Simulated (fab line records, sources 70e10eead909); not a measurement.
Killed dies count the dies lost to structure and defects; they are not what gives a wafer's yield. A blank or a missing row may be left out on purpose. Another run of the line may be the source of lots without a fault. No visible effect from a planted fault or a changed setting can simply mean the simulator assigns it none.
Matching of chambers | flow nand-harc | NHARC_P_M2_ETCH_35 on rie-diel-13 has 4 sister chambers
The step etches the open film in N2/H2, target depth 40 nm, overetch 12 nm, time 43.94 s. 16 wafers are shown with their chamber, then 8 later ones without.

## WAFERS WITH THEIR CHAMBER
wafer  | chamber | drypump-motor-current-A (A) | showerhead-plenum-p-Torr (Torr) | rf-vpp-V (V)
L076.1 | 1       | 5.0                         | 1.94                            | 427.6
L076.4 | 0       | 6.4                         | 1.97                            | 430.2
L076.5 | 1       | 5.0                         | 1.94                            | 426.9
L079.1 | 1       | 5.0                         | 1.94                            | 426.7
L079.2 | 3       | 5.6                         | 1.93                            | 428.2
L079.3 | 2       | 5.5                         | 2.07                            | 432.2
L081.1 | 0       | 6.5                         | 1.97                            | 429.6
L081.3 | 1       | 5.0                         | 1.94                            | 426.9
L081.5 | 2       | 5.5                         | 2.07                            | 432.3
L082.1 | 1       | 5.0                         | 1.94                            | 428.2
L082.2 | 0       | 6.5                         | 1.97                            | 429.0
L082.3 | 3       | 5.6                         | 1.93                            | 427.7
L083.1 | 1       | 5.0                         | 1.94                            | 427.8
L083.2 | 0       | 6.5                         | 1.97                            | 427.8
L083.6 | 0       | 6.5                         | 1.97                            | 427.9
L086.1 | 3       | 5.6                         | 1.92                            | 428.3

SIGNATURES (averages over the wafers above)
reading                  | chamber 0 | chamber 1 | chamber 2 | chamber 3 | scatter within a chamber
drypump-motor-current-A  | 6.480     | 5.000     | 5.500     | 5.600     | 0.0258
showerhead-plenum-p-Torr | 1.9700    | 1.9400    | 2.0700    | 1.9267    | 0.00236
rf-vpp-V                 | 428.900   | 427.350   | 432.250   | 428.067   | 0.732
Rule: for a wafer and a chamber, the distance is found by dividing, reading by reading, the gap between the wafer's reading and the chamber's mean by the reading's scatter, squaring, summing and taking the root. The wafer belongs to the nearest chamber; if the next one is less than 2 further off, it can't be placed. How the scatter is found: for the shown wafers, subtract from each reading the mean of its chamber, square and add these, divide the total by (wafers less chambers), then take the root.

## WAFERS WITHOUT THEIR CHAMBER
wafer  | drypump-motor-current-A (A) | showerhead-plenum-p-Torr (Torr) | rf-vpp-V (V)
L086.2 | 5.4                         | 2.07                            | 431.4
L086.5 | 5.4                         | 2.07                            | 432.2
L088.2 | 6.5                         | 1.97                            | 428.2
L088.4 | 4.9                         | 1.94                            | 426.7
L088.5 | 5.4                         | 2.07                            | 430.6
L095.1 | 6.4                         | 1.97                            | 428.9
L095.2 | 5.0                         | 1.94                            | 428.9
L095.5 | 5.0                         | 1.94                            | 426.8

## EACH ONE'S CHAMBER
wafer  | from the rows above | in truth
L086.2 | 2                   | 2
L086.5 | 2                   | 2
L088.2 | 0                   | 0
L088.4 | 1                   | 1
L088.5 | 2                   | 2
L095.1 | 0                   | 0
L095.2 | 1                   | 1
L095.5 | 1                   | 1
8 of 8 placed correctly. Number that these rows cannot place: 0. Placed wrongly: 0.
